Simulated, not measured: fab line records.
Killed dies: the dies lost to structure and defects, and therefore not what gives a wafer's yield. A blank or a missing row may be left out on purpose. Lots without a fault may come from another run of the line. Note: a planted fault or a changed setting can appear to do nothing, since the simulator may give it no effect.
fab line records / flow nandHarc
record lots=13 wafers=39 lastDay=24
route steps=1159 shown A_CHANNEL_HOLE_D1@468 A_M1@1058 A_BONDPAD@1060 THIN_TSV@1103 END@1159
lots that met no fault: taken from a fault-free run of the same line
startH: hours from the record's opening day to when the first of the lot's shown wafers began / waitH: hours elapsed since this lot's preceding step / " unchanged from the row above / L1.1+2: several wafers, shown together as one row / - either no value or no given start / * or withheld: withheld / < > ~ a bound
route shown NAME@n: names a module that has steps shown in the file, with the first one's number in the route / usual: mean/standard deviation of fault-free wafers / same: alike in all rows / chamber/n: place in a boat / sites: the reading at each site / _std_site: how widely they spread, as a standard deviation / _edge_site: mean of outer sites minus mean of inner sites / radiusMm: for every site, how far away it sits from the centre of the wafer / mask NAME#n: copy n / behind: the most recent tool/chamber to have shaped the wafer / hold: why the lot went on hold/how many hours it stayed there/how the hold came to an end / device: the n, p or np transistor that did not switch / end of line: the route-end tests of the same wafers / where a step has no rows: the recipe by itself / killed: not the wafer's yield, but the dies lost to structure and defects at the first sort / map: the dies of a wafer, with x for killed, . for not killed, _ for no die there
set.NAME: the setting as run; set.NAME@STEP: as run at that earlier step / model.NAME: the simulator's own value behind a step, which no gauge read
a sample of lots followed through the steps of the route, with each step as a table and each wafer as a row
services: from which hour (startH, from the record's first day; less than 0 if before it) a tool's chamber was out of use, for how many hours, and why
## steps
# step NHARC_A_CHANNEL_HOLE_D1_ETCH_34
# recipe targetDepthA=1540 timeS=77 cf4FlowSccm=100 chf3FlowSccm=30 arFlowSccm=0 rfW=500 biasW=200 chemistry=CF4/CHF3
# usual chamberPressureMTorr=25.004/0.024 drypumpMotorCurrentA=5.5/0.37 oesProductAu=0.954/0.026 rfVppV=371.3/1.8 showerheadPlenumPTorr=1.60/0.053 throttleValvePct=16.805/0.0092
lot.wafer=L853.2 tool=rieDiel-03 chamber=2 startH=181.88 waitH=- chamberPressureMTorr=25.011 drypumpMotorCurrentA=5.9 oesProductAu=0.938 rfHoursCounterH=10 rfVppV=371.6 showerheadPlenumPTorr=1.60 throttleValvePct=16.794
lot.wafer=L853.4 tool=rieDiel-03 chamber=0 startH=181.88 waitH=- chamberPressureMTorr=25.035 drypumpMotorCurrentA=5.4 oesProductAu=0.951 rfHoursCounterH=10 rfVppV=372.1 showerheadPlenumPTorr=1.64 throttleValvePct=16.812
lot.wafer=L853.3 tool=rieDiel-03 chamber=1 startH=181.88 waitH=- chamberPressureMTorr=25.003 drypumpMotorCurrentA=5.6 oesProductAu=0.956 rfHoursCounterH=10 rfVppV=373.1 showerheadPlenumPTorr=1.68 throttleValvePct=16.810
lot.wafer=L852.1 tool=rieDiel-02 chamber=3 startH=182.88 waitH=- chamberPressureMTorr=25.039 drypumpMotorCurrentA=4.8 oesProductAu=0.981 rfHoursCounterH=2 rfVppV=369.0 showerheadPlenumPTorr=1.55 throttleValvePct=16.811
lot.wafer=L852.5 tool=rieDiel-02 chamber=2 startH=182.88 waitH=- chamberPressureMTorr=24.977 drypumpMotorCurrentA=5.7 oesProductAu=0.986 rfHoursCounterH=- rfVppV=370.1 showerheadPlenumPTorr=1.52 throttleValvePct=16.812
lot.wafer=L852.6 tool=rieDiel-02 chamber=3 startH=182.88 waitH=- chamberPressureMTorr=25.043 drypumpMotorCurrentA=4.8 oesProductAu=0.980 rfHoursCounterH=- rfVppV=368.6 showerheadPlenumPTorr=1.55 throttleValvePct=16.800
lot.wafer=L857.2 tool=rieDiel-12 chamber=1 startH=194.93 waitH=- chamberPressureMTorr=25.027 drypumpMotorCurrentA=5.5 oesProductAu=0.941 rfHoursCounterH=11 rfVppV=370.9 showerheadPlenumPTorr=1.58 throttleValvePct=16.808
lot.wafer=L857.3 tool=rieDiel-12 chamber=2 startH=194.93 waitH=- chamberPressureMTorr=25.002 drypumpMotorCurrentA=4.9 oesProductAu=0.938 rfHoursCounterH=10 rfVppV=373.0 showerheadPlenumPTorr=1.68 throttleValvePct=16.811
lot.wafer=L857.6 tool=rieDiel-12 chamber=0 startH=194.93 waitH=- chamberPressureMTorr=24.977 drypumpMotorCurrentA=5.9 oesProductAu=0.974 rfHoursCounterH=- rfVppV=369.5 showerheadPlenumPTorr=1.54 throttleValvePct=16.811
lot.wafer=L856.3 tool=rieDiel-03 chamber=3 startH=195.15 waitH=- chamberPressureMTorr=24.941 drypumpMotorCurrentA=5.8 oesProductAu=0.911 rfHoursCounterH=11 rfVppV=372.7 showerheadPlenumPTorr=1.62 throttleValvePct=16.800
lot.wafer=L856.6 tool=rieDiel-03 chamber=0 startH=195.15 waitH=- chamberPressureMTorr=25.001 drypumpMotorCurrentA=5.4 oesProductAu=0.923 rfHoursCounterH=- rfVppV=373.4 showerheadPlenumPTorr=1.64 throttleValvePct=16.810
lot.wafer=L856.5 tool=rieDiel-03 chamber=1 startH=195.15 waitH=- chamberPressureMTorr=24.995 drypumpMotorCurrentA=5.5 oesProductAu=0.948 rfHoursCounterH=- rfVppV=374.2 showerheadPlenumPTorr=1.68 throttleValvePct=16.806
lot.wafer=L858.1 tool=rieDiel-12 chamber=1 startH=212.41 waitH=- chamberPressureMTorr=25.007 drypumpMotorCurrentA=5.5 oesProductAu=1.001 rfHoursCounterH=0 rfVppV=371.1 showerheadPlenumPTorr=1.58 throttleValvePct=16.805
lot.wafer=L858.2 tool=rieDiel-12 chamber=3 startH=212.41 waitH=- chamberPressureMTorr=25.007 drypumpMotorCurrentA=5.4 oesProductAu=0.977 rfHoursCounterH=0 rfVppV=369.6 showerheadPlenumPTorr=1.54 throttleValvePct=16.796
lot.wafer=L858.6 tool=rieDiel-12 chamber=2 startH=212.41 waitH=- chamberPressureMTorr=25.003 drypumpMotorCurrentA=4.9 oesProductAu=0.960 rfHoursCounterH=- rfVppV=374.3 showerheadPlenumPTorr=1.68 throttleValvePct=16.799
lot.wafer=L860.4 tool=rieDiel-03 chamber=1 startH=212.99 waitH=- chamberPressureMTorr=25.001 drypumpMotorCurrentA=5.6 oesProductAu=0.945 rfHoursCounterH=12 rfVppV=374.3 showerheadPlenumPTorr=1.68 throttleValvePct=16.800
lot.wafer=L860.3 tool=rieDiel-03 chamber=3 startH=212.99 waitH=- chamberPressureMTorr=24.969 drypumpMotorCurrentA=5.8 oesProductAu=0.923 rfHoursCounterH=12 rfVppV=372.8 showerheadPlenumPTorr=1.62 throttleValvePct=16.807
lot.wafer=L860.6 tool=rieDiel-03 chamber=0 startH=212.99 waitH=- chamberPressureMTorr=25.028 drypumpMotorCurrentA=5.4 oesProductAu=0.918 rfHoursCounterH=- rfVppV=372.9 showerheadPlenumPTorr=1.64 throttleValvePct=16.810
lot.wafer=L859.3 tool=rieDiel-02 chamber=3 startH=214.32 waitH=- chamberPressureMTorr=24.984 drypumpMotorCurrentA=4.8 oesProductAu=0.963 rfHoursCounterH=4 rfVppV=370.1 showerheadPlenumPTorr=1.55 throttleValvePct=16.809
lot.wafer=L859.2 tool=rieDiel-02 chamber=1 startH=214.32 waitH=- chamberPressureMTorr=25.028 drypumpMotorCurrentA=6.1 oesProductAu=0.945 rfHoursCounterH=4 rfVppV=369.9 showerheadPlenumPTorr=1.55 throttleValvePct=16.810
lot.wafer=L859.5 tool=rieDiel-02 chamber=3 startH=214.32 waitH=- chamberPressureMTorr=25.042 drypumpMotorCurrentA=4.8 oesProductAu=0.965 rfHoursCounterH=- rfVppV=368.7 showerheadPlenumPTorr=1.55 throttleValvePct=16.794
lot.wafer=L861.2 tool=rieDiel-02 chamber=3 startH=232.56 waitH=- chamberPressureMTorr=25.073 drypumpMotorCurrentA=4.8 oesProductAu=0.985 rfHoursCounterH=5 rfVppV=370.1 showerheadPlenumPTorr=1.55 throttleValvePct=16.800
lot.wafer=L861.6 tool=rieDiel-02 chamber=3 startH=232.56 waitH=- chamberPressureMTorr=25.032 drypumpMotorCurrentA=4.8 oesProductAu=0.981 rfHoursCounterH=- rfVppV=370.3 showerheadPlenumPTorr=1.55 throttleValvePct=16.810
lot.wafer=L861.5 tool=rieDiel-02 chamber=0 startH=232.56 waitH=- chamberPressureMTorr=25.000 drypumpMotorCurrentA=5.8 oesProductAu=0.970 rfHoursCounterH=- rfVppV=373.0 showerheadPlenumPTorr=1.65 throttleValvePct=16.804
lot.wafer=L863.3 tool=rieDiel-12 chamber=0 startH=254.03 waitH=- chamberPressureMTorr=25.041 drypumpMotorCurrentA=5.9 oesProductAu=0.945 rfHoursCounterH=2 rfVppV=370.4 showerheadPlenumPTorr=1.54 throttleValvePct=16.803
lot.wafer=L863.2 tool=rieDiel-12 chamber=1 startH=254.03 waitH=- chamberPressureMTorr=24.966 drypumpMotorCurrentA=5.5 oesProductAu=1.002 rfHoursCounterH=2 rfVppV=368.7 showerheadPlenumPTorr=1.58 throttleValvePct=16.809
lot.wafer=L863.6 tool=rieDiel-12 chamber=0 startH=254.03 waitH=- chamberPressureMTorr=24.998 drypumpMotorCurrentA=5.9 oesProductAu=0.952 rfHoursCounterH=- rfVppV=370.2 showerheadPlenumPTorr=1.54 throttleValvePct=16.777
lot.wafer=L865.3 tool=rieDiel-03 chamber=0 startH=255.15 waitH=- chamberPressureMTorr=25.010 drypumpMotorCurrentA=5.5 oesProductAu=0.937 rfHoursCounterH=2 rfVppV=373.7 showerheadPlenumPTorr=1.64 throttleValvePct=16.792
lot.wafer=L865.2 tool=rieDiel-03 chamber=1 startH=255.15 waitH=- chamberPressureMTorr=25.028 drypumpMotorCurrentA=5.6 oesProductAu=0.991 rfHoursCounterH=2 rfVppV=374.3 showerheadPlenumPTorr=1.68 throttleValvePct=16.801
lot.wafer=L865.4 tool=rieDiel-03 chamber=2 startH=255.15 waitH=- chamberPressureMTorr=24.960 drypumpMotorCurrentA=5.8 oesProductAu=0.990 rfHoursCounterH=2 rfVppV=371.5 showerheadPlenumPTorr=1.60 throttleValvePct=16.806
lot.wafer=L868.1 tool=rieDiel-12 chamber=3 startH=275.88 waitH=- chamberPressureMTorr=25.013 drypumpMotorCurrentA=5.4 oesProductAu=0.993 rfHoursCounterH=4 rfVppV=370.0 showerheadPlenumPTorr=1.54 throttleValvePct=16.788
lot.wafer=L868.3 tool=rieDiel-12 chamber=0 startH=275.88 waitH=- chamberPressureMTorr=24.977 drypumpMotorCurrentA=5.9 oesProductAu=0.960 rfHoursCounterH=4 rfVppV=369.6 showerheadPlenumPTorr=1.54 throttleValvePct=16.797
lot.wafer=L868.5 tool=rieDiel-12 chamber=1 startH=275.88 waitH=- chamberPressureMTorr=25.001 drypumpMotorCurrentA=5.5 oesProductAu=0.893 rfHoursCounterH=- rfVppV=371.3 showerheadPlenumPTorr=1.58 throttleValvePct=16.818
lot.wafer=L873.2 tool=rieDiel-02 chamber=3 startH=299.84 waitH=- chamberPressureMTorr=25.007 drypumpMotorCurrentA=4.8 oesProductAu=0.947 rfHoursCounterH=9 rfVppV=370.5 showerheadPlenumPTorr=1.55 throttleValvePct=16.785
lot.wafer=L873.3 tool=rieDiel-02 chamber=1 startH=299.84 waitH=- chamberPressureMTorr=25.001 drypumpMotorCurrentA=6.1 oesProductAu=0.921 rfHoursCounterH=- rfVppV=371.2 showerheadPlenumPTorr=1.55 throttleValvePct=16.809
lot.wafer=L873.6 tool=rieDiel-02 chamber=1 startH=299.84 waitH=- chamberPressureMTorr=25.048 drypumpMotorCurrentA=6.1 oesProductAu=0.917 rfHoursCounterH=- rfVppV=368.8 showerheadPlenumPTorr=1.55 throttleValvePct=16.811
lot.wafer=L875.3 tool=rieDiel-02 chamber=1 startH=316.84 waitH=- chamberPressureMTorr=25.014 drypumpMotorCurrentA=6.1 oesProductAu=0.928 rfHoursCounterH=13 rfVppV=370.2 showerheadPlenumPTorr=1.55 throttleValvePct=16.812
lot.wafer=L875.2 tool=rieDiel-02 chamber=2 startH=316.84 waitH=- chamberPressureMTorr=25.001 drypumpMotorCurrentA=5.6 oesProductAu=0.941 rfHoursCounterH=10 rfVppV=368.1 showerheadPlenumPTorr=1.52 throttleValvePct=16.806
lot.wafer=L875.5 tool=rieDiel-02 chamber=1 startH=316.84 waitH=- chamberPressureMTorr=24.998 drypumpMotorCurrentA=6.1 oesProductAu=0.930 rfHoursCounterH=- rfVppV=369.9 showerheadPlenumPTorr=1.55 throttleValvePct=16.801
# step NHARC_A_M1_DEP_33
# recipe targetThkA=300 tempC=370 targetThkNm=30 pressureTorr=3 flowSccm=200 rfW=450 material=SiCN
# usual heaterPowerW=565/61 showerheadVppV=1277/79
lot.wafer=L853.3 tool=pecvd-02 chamber=1 startH=410.83 waitH=0.1 heaterPowerW=477 showerheadVppV=1310
lot.wafer=L853.2 tool=pecvd-02 chamber=0 startH=410.83 waitH=0.1 heaterPowerW=529 showerheadVppV=1208
lot.wafer=L853.4 tool=pecvd-02 chamber=2 startH=410.83 waitH=0.1 heaterPowerW=671 showerheadVppV=1212
lot.wafer=L852.1 tool=pecvd-03 chamber=2 startH=411.87 waitH=0.1 heaterPowerW=615 showerheadVppV=1336
lot.wafer=L852.5 tool=pecvd-03 chamber=0 startH=411.87 waitH=0.1 heaterPowerW=574 showerheadVppV=1141
lot.wafer=L852.6 tool=pecvd-03 chamber=1 startH=411.87 waitH=0.1 heaterPowerW=538 showerheadVppV=1254
lot.wafer=L857.3 tool=pecvd-03 chamber=1 startH=417.99 waitH=0.1 heaterPowerW=596 showerheadVppV=1275
lot.wafer=L857.2 tool=pecvd-03 chamber=0 startH=417.99 waitH=0.1 heaterPowerW=567 showerheadVppV=1165
lot.wafer=L857.6 tool=pecvd-03 chamber=1 startH=417.99 waitH=0.1 heaterPowerW=478 showerheadVppV=1272
lot.wafer=L856.3 tool=pecvd-02 chamber=2 startH=422.07 waitH=0.1 heaterPowerW=669 showerheadVppV=1213
lot.wafer=L856.5 tool=pecvd-02 chamber=1 startH=422.07 waitH=0.1 heaterPowerW=476 showerheadVppV=1298
lot.wafer=L856.6 tool=pecvd-02 chamber=2 startH=422.07 waitH=0.1 heaterPowerW=659 showerheadVppV=1258
lot.wafer=L858.2 tool=pecvd-01 chamber=1 startH=436.22 waitH=0.1 heaterPowerW=612 showerheadVppV=1420
lot.wafer=L858.1 tool=pecvd-01 chamber=0 startH=436.22 waitH=0.1 heaterPowerW=505 showerheadVppV=1266
lot.wafer=L858.6 tool=pecvd-01 chamber=2 startH=436.22 waitH=0.1 heaterPowerW=577 showerheadVppV=1285
lot.wafer=L860.3 tool=pecvd-01 chamber=2 startH=437.60 waitH=0.1 heaterPowerW=596 showerheadVppV=1281
lot.wafer=L860.4 tool=pecvd-01 chamber=0 startH=437.60 waitH=0.1 heaterPowerW=568 showerheadVppV=1280
lot.wafer=L860.6 tool=pecvd-01 chamber=1 startH=437.60 waitH=0.1 heaterPowerW=626 showerheadVppV=1415
lot.wafer=L859.3 tool=pecvd-02 chamber=0 startH=449.88 waitH=0.1 heaterPowerW=486 showerheadVppV=1180
lot.wafer=L859.2 tool=pecvd-02 chamber=1 startH=449.88 waitH=0.1 heaterPowerW=482 showerheadVppV=1331
lot.wafer=L859.5 tool=pecvd-02 chamber=0 startH=449.88 waitH=0.1 heaterPowerW=462 showerheadVppV=1214
lot.wafer=L861.2 tool=pecvd-02 chamber=0 startH=456.83 waitH=0.1 heaterPowerW=495 showerheadVppV=1213
lot.wafer=L861.6 tool=pecvd-02 chamber=2 startH=456.83 waitH=0.1 heaterPowerW=565 showerheadVppV=1231
lot.wafer=L861.5 tool=pecvd-02 chamber=0 startH=456.83 waitH=0.1 heaterPowerW=501 showerheadVppV=1225
lot.wafer=L863.2 tool=pecvd-03 chamber=0 startH=472.51 waitH=0.1 heaterPowerW=629 showerheadVppV=1159
lot.wafer=L863.3 tool=pecvd-03 chamber=1 startH=472.51 waitH=0.1 heaterPowerW=557 showerheadVppV=1255
lot.wafer=L863.6 tool=pecvd-03 chamber=1 startH=472.51 waitH=0.1 heaterPowerW=570 showerheadVppV=1260
lot.wafer=L865.2 tool=pecvd-02 chamber=2 startH=473.37 waitH=0.1 heaterPowerW=632 showerheadVppV=1192
lot.wafer=L865.3 tool=pecvd-02 chamber=0 startH=473.37 waitH=0.1 heaterPowerW=459 showerheadVppV=1225
lot.wafer=L865.4 tool=pecvd-02 chamber=0 startH=473.37 waitH=0.1 heaterPowerW=465 showerheadVppV=1194
lot.wafer=L868.1 tool=pecvd-01 chamber=2 startH=503.69 waitH=0.1 heaterPowerW=599 showerheadVppV=1276
lot.wafer=L868.3 tool=pecvd-01 chamber=0 startH=503.69 waitH=0.1 heaterPowerW=502 showerheadVppV=1272
lot.wafer=L873.2 tool=pecvd-03 chamber=2 startH=532.05 waitH=0.1 heaterPowerW=613 showerheadVppV=1366
lot.wafer=L873.3 tool=pecvd-03 chamber=0 startH=532.05 waitH=0.1 heaterPowerW=570 showerheadVppV=1155
lot.wafer=L873.6 tool=pecvd-03 chamber=2 startH=532.05 waitH=0.1 heaterPowerW=629 showerheadVppV=1354
lot.wafer=L875.3 tool=pecvd-01 chamber=0 startH=541.09 waitH=0.1 heaterPowerW=485 showerheadVppV=1302
lot.wafer=L875.2 tool=pecvd-01 chamber=1 startH=541.09 waitH=0.1 heaterPowerW=678 showerheadVppV=1442
lot.wafer=L875.5 tool=pecvd-01 chamber=1 startH=541.09 waitH=0.1 heaterPowerW=677 showerheadVppV=1434
# step NHARC_A_BONDPAD_CMP_29
# recipe targetThkNm=200 material=SiCN
# usual motorCurrentA=12.1/1.2
lot.wafer=L853.2 tool=cmp-04 chamber=3 startH=411.79 waitH=- motorCurrentA=11.0
lot.wafer=L853.3 tool=cmp-04 chamber=0 startH=411.79 waitH=- motorCurrentA=12.6
lot.wafer=L853.4 tool=cmp-04 chamber=1 startH=411.79 waitH=- motorCurrentA=14.3
lot.wafer=L852.1 tool=cmp-04 chamber=3 startH=412.82 waitH=- motorCurrentA=10.6
lot.wafer=L852.6 tool=cmp-04 chamber=1 startH=412.82 waitH=- motorCurrentA=12.3
lot.wafer=L852.5 tool=cmp-04 chamber=2 startH=412.82 waitH=- motorCurrentA=11.5
lot.wafer=L857.2 tool=cmp-04 chamber=1 startH=419.01 waitH=- motorCurrentA=12.8
lot.wafer=L857.3 tool=cmp-04 chamber=2 startH=419.01 waitH=- motorCurrentA=10.8
lot.wafer=L857.6 tool=cmp-04 chamber=3 startH=419.01 waitH=- motorCurrentA=10.9
lot.wafer=L856.3 tool=cmp-01 chamber=1 startH=423.05 waitH=- motorCurrentA=13.1
lot.wafer=L856.5 tool=cmp-01 chamber=2 startH=423.05 waitH=- motorCurrentA=11.3
lot.wafer=L856.6 tool=cmp-01 chamber=3 startH=423.05 waitH=- motorCurrentA=11.4
lot.wafer=L858.2 tool=cmp-01 chamber=2 startH=437.23 waitH=- motorCurrentA=11.3
lot.wafer=L858.1 tool=cmp-01 chamber=3 startH=437.23 waitH=- motorCurrentA=11.4
lot.wafer=L858.6 tool=cmp-01 chamber=1 startH=437.23 waitH=- motorCurrentA=13.2
lot.wafer=L860.3 tool=cmp-04 chamber=3 startH=438.60 waitH=- motorCurrentA=11.0
lot.wafer=L860.4 tool=cmp-04 chamber=0 startH=438.60 waitH=- motorCurrentA=12.4
lot.wafer=L860.6 tool=cmp-04 chamber=0 startH=438.60 waitH=- motorCurrentA=13.3
lot.wafer=L859.2 tool=cmp-04 chamber=2 startH=450.84 waitH=- motorCurrentA=11.2
lot.wafer=L859.3 tool=cmp-04 chamber=3 startH=450.84 waitH=- motorCurrentA=10.4
lot.wafer=L859.5 tool=cmp-04 chamber=1 startH=450.84 waitH=- motorCurrentA=13.2
lot.wafer=L861.2 tool=cmp-01 chamber=3 startH=457.77 waitH=- motorCurrentA=11.6
lot.wafer=L861.6 tool=cmp-01 chamber=1 startH=457.77 waitH=- motorCurrentA=13.3
lot.wafer=L861.5 tool=cmp-01 chamber=2 startH=457.77 waitH=- motorCurrentA=11.2
lot.wafer=L863.3 tool=cmp-04 chamber=1 startH=473.58 waitH=- motorCurrentA=13.7
lot.wafer=L863.2 tool=cmp-04 chamber=2 startH=473.58 waitH=- motorCurrentA=11.3
lot.wafer=L863.6 tool=cmp-04 chamber=0 startH=473.58 waitH=- motorCurrentA=12.5
lot.wafer=L865.3 tool=cmp-04 chamber=0 startH=474.31 waitH=- motorCurrentA=11.6
lot.wafer=L865.4 tool=cmp-04 chamber=1 startH=474.31 waitH=- motorCurrentA=12.7
lot.wafer=L865.2 tool=cmp-04 chamber=3 startH=474.31 waitH=- motorCurrentA=11.1
lot.wafer=L868.1 tool=cmp-01 chamber=0 startH=504.65 waitH=- motorCurrentA=13.0
lot.wafer=L868.3 tool=cmp-01 chamber=3 startH=504.65 waitH=- motorCurrentA=11.6
lot.wafer=L873.3 tool=cmp-01 chamber=3 startH=533.03 waitH=- motorCurrentA=12.6
lot.wafer=L873.2 tool=cmp-01 chamber=0 startH=533.03 waitH=- motorCurrentA=12.7
lot.wafer=L873.6 tool=cmp-01 chamber=2 startH=533.03 waitH=- motorCurrentA=11.0
lot.wafer=L875.3 tool=cmp-03 chamber=3 startH=542.07 waitH=- motorCurrentA=11.3
lot.wafer=L875.2 tool=cmp-03 chamber=0 startH=542.07 waitH=- motorCurrentA=13.1
lot.wafer=L875.5 tool=cmp-03 chamber=3 startH=542.07 waitH=- motorCurrentA=11.5
# step NHARC_THIN_TSV_THK_MEAS_02
# recipe thkMeasGauge=ir
# usual thkNm=3092/240
lot.wafer=L853.2 tool=filmMetro-01 chamber=- startH=433.47 waitH=0.2 thkNm=3407
lot.wafer=L853.3 tool=filmMetro-01 chamber=- startH=433.47 waitH=0.2 thkNm=3298
lot.wafer=L853.4 tool=filmMetro-01 chamber=- startH=433.47 waitH=0.2 thkNm=3178
lot.wafer=L852.1 tool=filmMetro-02 chamber=- startH=434.68 waitH=0.2 thkNm=2835
lot.wafer=L852.5 tool=filmMetro-02 chamber=- startH=434.68 waitH=0.2 thkNm=2726
lot.wafer=L852.6 tool=filmMetro-02 chamber=- startH=434.68 waitH=0.2 thkNm=2760
lot.wafer=L857.2 tool=filmMetro-02 chamber=- startH=437.11 waitH=- thkNm=3017
lot.wafer=L857.3 tool=filmMetro-02 chamber=- startH=437.11 waitH=- thkNm=3112
lot.wafer=L857.6 tool=filmMetro-02 chamber=- startH=437.11 waitH=- thkNm=3435
lot.wafer=L856.3 tool=filmMetro-01 chamber=- startH=441.47 waitH=0.2 thkNm=3226
lot.wafer=L856.5 tool=filmMetro-01 chamber=- startH=441.47 waitH=0.2 thkNm=2989
lot.wafer=L856.6 tool=filmMetro-01 chamber=- startH=441.47 waitH=0.2 thkNm=3386
lot.wafer=L858.1 tool=filmMetro-02 chamber=- startH=452.68 waitH=0.2 thkNm=2719
lot.wafer=L858.2 tool=filmMetro-02 chamber=- startH=452.68 waitH=0.2 thkNm=3252
lot.wafer=L858.6 tool=filmMetro-02 chamber=- startH=452.68 waitH=0.2 thkNm=3172
lot.wafer=L860.3 tool=filmMetro-01 chamber=- startH=453.89 waitH=- thkNm=2789
lot.wafer=L860.4 tool=filmMetro-01 chamber=- startH=453.89 waitH=- thkNm=2707
lot.wafer=L860.6 tool=filmMetro-01 chamber=- startH=453.89 waitH=- thkNm=2638
lot.wafer=L859.2 tool=filmMetro-01 chamber=- startH=466.00 waitH=0.2 thkNm=3038
lot.wafer=L859.3 tool=filmMetro-01 chamber=- startH=466.00 waitH=0.2 thkNm=3352
lot.wafer=L859.5 tool=filmMetro-01 chamber=- startH=466.00 waitH=0.2 thkNm=3300
lot.wafer=L861.2 tool=filmMetro-02 chamber=- startH=474.33 waitH=- thkNm=3025
lot.wafer=L861.5 tool=filmMetro-02 chamber=- startH=474.33 waitH=- thkNm=3166
lot.wafer=L861.6 tool=filmMetro-02 chamber=- startH=474.33 waitH=- thkNm=3079
lot.wafer=L863.2 tool=filmMetro-02 chamber=- startH=489.75 waitH=- thkNm=3512
lot.wafer=L863.3 tool=filmMetro-02 chamber=- startH=489.75 waitH=- thkNm=3213
lot.wafer=L863.6 tool=filmMetro-02 chamber=- startH=489.75 waitH=- thkNm=3631
lot.wafer=L865.2 tool=filmMetro-01 chamber=- startH=490.93 waitH=- thkNm=2583
lot.wafer=L865.3 tool=filmMetro-01 chamber=- startH=490.93 waitH=- thkNm=2627
lot.wafer=L865.4 tool=filmMetro-01 chamber=- startH=490.93 waitH=- thkNm=2992
lot.wafer=L868.1 tool=filmMetro-02 chamber=- startH=521.52 waitH=- thkNm=2880
lot.wafer=L868.3 tool=filmMetro-02 chamber=- startH=521.52 waitH=- thkNm=2867
lot.wafer=L873.2 tool=filmMetro-01 chamber=- startH=551.26 waitH=- thkNm=3213
lot.wafer=L873.3 tool=filmMetro-01 chamber=- startH=551.26 waitH=- thkNm=3018
lot.wafer=L873.6 tool=filmMetro-01 chamber=- startH=551.26 waitH=- thkNm=3095
lot.wafer=L875.2 tool=filmMetro-02 chamber=- startH=558.29 waitH=0.2 thkNm=2908
lot.wafer=L875.3 tool=filmMetro-02 chamber=- startH=558.29 waitH=0.2 thkNm=2887
lot.wafer=L875.5 tool=filmMetro-02 chamber=- startH=558.29 waitH=0.2 thkNm=2815
# step NHARC_END_SORT_01
# recipe tempC=25
# usual killedAtArray=24/8.4 killedAtOther=0.7/1.1 killedAtPeriphery=2.9/1.7 killedDies=27/8.6 killedOpen=3.3/1.8 killedShort=1.8/1.4
# same grossDies=677
lot.wafer=L868.1 tool=prober-02 chamber=0 startH=538.34 waitH=2.5 killedAtArray=29 killedAtOther=0 killedAtPeriphery=2 killedDies=31 killedOpen=5 killedShort=0
lot.wafer=L868.3 tool=prober-02 chamber=0 startH=539.94 waitH=3.1 killedAtArray=37 killedAtOther=0 killedAtPeriphery=2 killedDies=39 killedOpen=7 killedShort=0
lot.wafer=L868.5 tool=prober-02 chamber=0 startH=541.55 waitH=3.7 killedAtArray=483 killedAtOther=2 killedAtPeriphery=1 killedDies=486 killedOpen=2 killedShort=1
# killed by level:class
L868.1 A_SLIT:chamberFilmFlake=14 A_STAIRCASE:chamberFilmFlake=5 A_CHANNEL_HOLE_D1:chamberFilmFlake=3 A_CONTACT:chamberFilmFlake=3 P_M0:geometricParticle:open=1 A_ONON_D1:geometricParticle:open=1 A_WL_FILL:geometricParticle:open=1 A_CONTACT:geometricParticle:open=1
L868.3 A_SLIT:chamberFilmFlake=21 A_CHANNEL_HOLE_D1:chamberFilmFlake=8 A_ONON_D1:geometricParticle:open=3 A_STAIRCASE:chamberFilmFlake=2 P_GATE:geometricParticle:open=1 P_M0:geometricParticle:open=1 A_SGD_CUT:geometricParticle:open=1 A_CONTACT:geometricParticle:open=1
L868.5 A_CHANNEL_HOLE_D1:areaEtch=446 A_SLIT:chamberFilmFlake=20 A_STAIRCASE:chamberFilmFlake=5 A_CHANNEL_HOLE_D1:chamberFilmFlake=4 A_CONTACT:chamberFilmFlake=4 A_CONTACT:geometricParticle:open=1 A_CONTACT:geometricParticle:short=1 A_BLC:geometricParticle:open=1
## services
tool=rieDiel-02 chamber=1 startH=161.31 hours=1.3 kind=repair
tool=rieDiel-02 chamber=3 startH=175.92 hours=1.8 kind=repair
tool=pecvd-02 chamber=0 startH=180.62 hours=5.0 kind=repair
tool=pecvd-02 chamber=- startH=182.66 hours=1.0 kind=repair
tool=cmp-04 chamber=- startH=198.58 hours=2.2 kind=repair
tool=cmp-04 chamber=- startH=202.03 hours=1.2 kind=repair
tool=rieDiel-02 chamber=3 startH=217.44 hours=7.6 kind=repair
tool=cmp-04 chamber=- startH=225.27 hours=1.4 kind=repair
tool=rieDiel-02 chamber=2 startH=255.79 hours=5.9 kind=repair
tool=rieDiel-02 chamber=2 startH=294.46 hours=21.2 kind=repair
tool=rieDiel-02 chamber=0 startH=294.94 hours=89.7 kind=repair
tool=cmp-04 chamber=- startH=301.20 hours=4.0 kind=pm
tool=rieDiel-02 chamber=2 startH=324.44 hours=2.0 kind=repair
tool=rieDiel-02 chamber=- startH=327.97 hours=9.0 kind=pm
tool=pecvd-02 chamber=- startH=334.00 hours=13.0 kind=pm
tool=rieDiel-02 chamber=1 startH=365.41 hours=3.8 kind=repair
tool=rieDiel-02 chamber=- startH=368.12 hours=0.2 kind=repair
tool=cmp-04 chamber=- startH=399.20 hours=4.0 kind=pm
tool=pecvd-02 chamber=2 startH=403.67 hours=6.9 kind=repair
tool=pecvd-02 chamber=2 startH=411.58 hours=6.3 kind=repair
tool=rieDiel-02 chamber=- startH=484.05 hours=3.1 kind=repair
tool=cmp-04 chamber=- startH=497.20 hours=4.0 kind=pm
tool=rieDiel-02 chamber=- startH=504.97 hours=9.0 kind=pm
tool=cmp-04 chamber=- startH=533.62 hours=0.8 kind=repair
## key
firstSign step=NHARC_END_SORT_01 reading=killedAtArray direction=up sigmas=55 usual=24 struck=483
effect step=NHARC_END_SORT_01 reading=killedDies direction=up sigmas=53 usual=27 struck=486
moreKillsBornAt NHARC_A_CHANNEL_HOLE_D1_ETCH_34@rieDiel-12=446
metAt NHARC_A_CHANNEL_HOLE_D1_ETCH_34
struckLots L868
struckWafers L868.5
laterRowsLeftOut L868.5
testerLeftOut L868
notActingAt NHARC_A_M1_DEP_33,NHARC_A_BONDPAD_CMP_29,NHARC_THIN_TSV_THK_MEAS_02
onsetBetween 254.03 275.88
fault kind=processParameterDrift tool=rieDiel-12 chamber=1 onsetH=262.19 steps=NHARC_A_CHANNEL_HOLE_D1_ETCH_34 channel=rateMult offset=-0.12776 shape=step endH=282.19
# testerLeftOut: of these lots the tester's yield and bins aren't shown, on N5 and GAA mostly nor the transistor test; their killed dies are dies lost to structure and defects alone, not to doping, threshold or leakage, so they don't give the yield
# laterRowsLeftOut: the simulator's readings of these wafers behind a module that went badly wrong aren't trusted and aren't shown, but for the sort
